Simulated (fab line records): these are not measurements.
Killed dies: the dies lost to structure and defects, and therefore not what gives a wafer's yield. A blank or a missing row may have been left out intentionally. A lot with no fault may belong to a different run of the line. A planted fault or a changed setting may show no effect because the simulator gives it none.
Problem report, 8D (eight disciplines) form, completed by code    flow n5-finfet    the parts of the form that need people (team, actions taken, sign-off) are left out

1. WHAT IS WRONG
Mean of cathode-dc-power-W at N5_BEOL_M15_SPUTTER_43: 16614 W across 6 wafers in 2 lots; on wafers with no fault it is 15000 W (standard deviation 3). That is +99 or more standard deviations from the usual mean.
The step: material TaN, target thk 15 nm, time 24.19 s.
Seen first at day 16 22:47 on pvd-sputter-03, wafer L399.3. At this step, 33 wafers from 11 lots have a number in the record. The rule behind "out" and "out of limits": a value lying over 4 standard deviations away from the usual mean. Any other wafer with a number is counted as sound.

2. WHAT THIS IS AND IS NOT
question                     is                      is not
which readings at this step  cathode-dc-power-W      throttle-valve-pct
which lots                   L399, L400              L388, L389, L390, L396, L403, L405, L408, L410, L411
which wafers of those lots   all that have a number  -
read on which tools          pvd-sputter-03          pvd-sputter-01
when                         from day 16 22:47       up to then (12 sound wafers); but 15 sound wafers of L403, L405, L408, L410, L411 came after

3. THE SUSPECTS, EACH WITH WHAT RULES IT OUT
Counting: a tool at a process step up to the reading stays a suspect if it ran every lot that is out and no sound lot after the first of them.
- pvd-sputter-03 at N5_BEOL_M15_SPUTTER_43 (material TaN, target thk 15 nm, time 24.19 s): kept. All lots that are out passed through it, beginning with L399 at day 16 22:47, and no sound lot followed; its final sound lot before that point was L390 at day 12 18:17. Its own cathode-dc-power-W readings are out on those wafers.
After counting, what remains is pvd-sputter-03 at N5_BEOL_M15_SPUTTER_43.

4. THE CAUSE (what the simulator had put in)
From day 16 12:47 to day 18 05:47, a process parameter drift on pvd-sputter-03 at N5_BEOL_M15_SPUTTER_43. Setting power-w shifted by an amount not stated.
After counting, this tool was the only one left.

5. THE CHAIN OF EFFECTS, in route order
One row per reading whose mean, taken over the struck wafers that have a number, lies over 3 standard deviations from the usual. Only readings for which the record gives a usual standard deviation are gone through. hours: the time from each lot's start at the first step in this table that gives one to its start at this step, as a median over the lots. sigmas: the change in usual standard deviations.
hours  step                    reading             usual    on struck wafers  change  sigmas
0      N5_BEOL_M15_SPUTTER_43  cathode-dc-power-W  15000 W  16614             +1614   +99 or more
It contains these process steps:
- N5_BEOL_M15_SPUTTER_43: material TaN, target thk 15 nm, time 24.19 s.

6. WHAT WOULD HAVE CAUGHT IT SOONER
First out-of-limits reading in this record: day 16 22:47, which is 10 hours after fault onset at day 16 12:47.
